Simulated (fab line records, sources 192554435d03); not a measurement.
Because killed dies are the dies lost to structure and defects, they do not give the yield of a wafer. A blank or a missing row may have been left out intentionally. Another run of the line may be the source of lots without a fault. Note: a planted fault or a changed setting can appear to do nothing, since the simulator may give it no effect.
A lot that was struck, set against a sound lot + flow n5Finfet + 16 out of 1938 route steps
Sound: these wafers, L101.2, L101.3, L101.5. Wafers L114.1, L114.3, L114.5 were the ones struck. The cause comes at the end.
At each step with rows: each side's tool, then ch and its chambers, then its first start. Under that, the readings that differ: sound wafers + struck wafers + difference of the means + sigmas: that difference in standard deviations of wafers without a fault.
alike: same words and numbers on both sides, and readings whose means sit less than 2 such deviations apart. not compared: any withheld reading, any reading some wafer has no value for, any bound like >300 that may hide the same value, and any number with overlapping values for which the record gives no deviation.
The two part at a step that has a row with sigmas, a row that says differs or no value, or rows on one side only. Numbers that have no deviation but don't overlap get no sigmas and don't part them. A reading missing from all wafers of one side parts the sides only when that side holds two or more wafers.

first, 6 steps without rows for these wafers: N5_PMOS_HMC_CHANNEL_EPI_COAT_03 (resist thk 205 nm); N5_PMOS_HMC_CHANNEL_EPI_EBR_05; N5_PMOS_HMC_CHANNEL_EPI_SOFTBAKE_04 (time 60 s); N5_PMOS_HMC_CHANNEL_EPI_EXPOSE_06 (exposes mask PMOS HMC BLK, target cd 240 nm); N5_PMOS_HMC_CHANNEL_EPI_PEB_07 (peb time 60 s); N5_PMOS_HMC_CHANNEL_EPI_DEVELOP_08 (develop time 30 s).
N5_PMOS_HMC_CHANNEL_EPI_CD_MEAS_09: target cd 237.4 nm.
  sound on cdSem-03 ch 0, day 2 05:32; struck on cdSem-03 ch 0, day 5 11:07
  alike: cdNm
N5_PMOS_HMC_CHANNEL_EPI_OVL_MEAS_10:
  sound on overlay-02 ch 0, day 2 05:34; struck on overlay-01 ch 0, day 5 11:09
  alike: PMOS_HMC_BLK_OVL
N5_PMOS_HMC_CHANNEL_EPI_INSPECT_11: inspects for defects (macro).
  sound on defectInspect-02 at day 2 05:36; struck on defectInspect-02 at day 5 11:10
  alike: rawDefectCount
N5_PMOS_HMC_CHANNEL_EPI_DESCUM_14: chemistry O2, time 7.9 s.
  sound on rieDiel-02 ch 0,1, day 2 05:38; struck on rieDiel-02 ch 0,1, day 5 11:13
  alike: drypumpMotorCurrentA, oesProductAu, rfVppV, showerheadPlenumPTorr, throttleValvePct
  not compared: rfHoursCounterH
N5_PMOS_HMC_CHANNEL_EPI_ETCH_32: etches BARC in N2/H2, stops on SiO2, target depth 85.8 nm, time 50.3 s.
  sound on rieDiel-02 ch 0,1, day 2 05:40; struck on rieDiel-02 ch 0,1, day 5 11:14
  alike: drypumpMotorCurrentA, n2FlowSccm, oesProductAu, rfVppV, showerheadPlenumPTorr, throttleValvePct
  not compared: rfHoursCounterH
N5_PMOS_HMC_CHANNEL_EPI_HM_OPEN_15: chemistry CHF3/O2, target SiO2, target depth 40.6 nm, time 20.3 s.
  sound on rieDiel-02 ch 0,1, day 2 05:43; struck on rieDiel-02 ch 0,1, day 5 11:17
  alike: drypumpMotorCurrentA, mfcArSccm, oesProductAu, rfVppV, showerheadPlenumPTorr, throttleValvePct
  not compared: rfHoursCounterH
N5_PMOS_HMC_CHANNEL_EPI_STRIP_33: strips in N2/H2.
  sound on rieDiel-02 ch 0,1, day 2 05:46; struck on rieDiel-02 ch 0,1, day 5 11:20
  no value came back on the struck wafers for any of 8 readings (biasPowerW (W), chamberPressureMTorr (mTorr) and others); on the sound wafers biasPowerW (W) reads 8.021 7.987 8.006
| reading                                                        | sound | struck            | difference | sigmas |
|----------------------------------------------------------------|-------|-------------------|------------|--------|
| model.CAR-ArF-block_of_PMOS_HMC_CHANNEL_EPI_COAT_03.thkNm (nm) | 0 0 0 | 87.53 92.26 88.33 | +89.37     |        |
| model.BARC_of_PMOS_HMC_CHANNEL_EPI_COAT_31.thkNm (nm)          | 0 0 0 | 65.93 65.84 66.08 | +65.95     |        |
  not compared: rfHoursCounterH
then, 1 step without rows for these wafers: N5_PMOS_HMC_CHANNEL_EPI_STRIP_17 (strips in SPM, time 750 s).
-- here the record skips 9 days between the struck wafers' starts before and after, leaving off in module PMOS_HMC_CHANNEL_EPI and picking up in module BEOL_M4 (first step shown: number 1111 of the route) --
N5_BEOL_M4_RC_MEAS_101:
  sound on prober-02 ch 0, day 11 05:27; struck on prober-01 ch 0, day 14 05:09
  alike: DIBL_N, DIBL_P, IOFF_N, IOFF_P, ION_N, ION_P, SS_N, SS_P, VT_N, VT_P
-- a jump in the record: the struck wafers' starts before and after are 4 days apart (it breaks off in module BEOL_M4 and resumes in module PASSIVATION, where the first step shown is number 1936 of the route) --
N5_PASSIVATION_PROBE_49:
  sound on prober-01 at day 15 14:16; struck on prober-02 at day 18 14:25
| reading                 | sound          | struck         | difference | sigmas |
|-------------------------|----------------|----------------|------------|--------|
| defectLimitedYield (%)  | 93.1 93.4 93.8 | 92.9 88.5 87.0 | -4.0       | -3     |
| killedAtFrontEnd        | 30 22 18       | 32 34 71       | +22        | +2     |
| killedDies              | 81 78 73       | 84 136 153     | +47        | +3     |
| killedOpen              | 49 51 56       | 44 104 112     | +35        | +3     |
| sort_bin_5_function (%) | 4.3 4.0 3.6    | 3.8 6.7 8.1    | +2.2       | +2     |
| sort_bin_6_memory (%)   | 2.3 2.5 2.5    | 2.9 4.5 4.6    | +1.6       | +2     |
| sortNPass               | 1099 1102 1107 | 1096 1044 1027 | -47        | -2     |
| sortYieldPct (%)        | 93.1 93.4 93.8 | 92.9 88.5 87.0 | -4.0       | -2     |
  alike: killed_at_M0_to_M3, killed_at_M4_up, killedAtContacts, killedAtOther, killedShort, sort_bin_8_speed

== WHERE THEY PART ==
At N5_PMOS_HMC_CHANNEL_EPI_STRIP_33 first; at N5_PASSIVATION_PROBE_49 last (within this record only).

WHY: what had been put in by the simulator
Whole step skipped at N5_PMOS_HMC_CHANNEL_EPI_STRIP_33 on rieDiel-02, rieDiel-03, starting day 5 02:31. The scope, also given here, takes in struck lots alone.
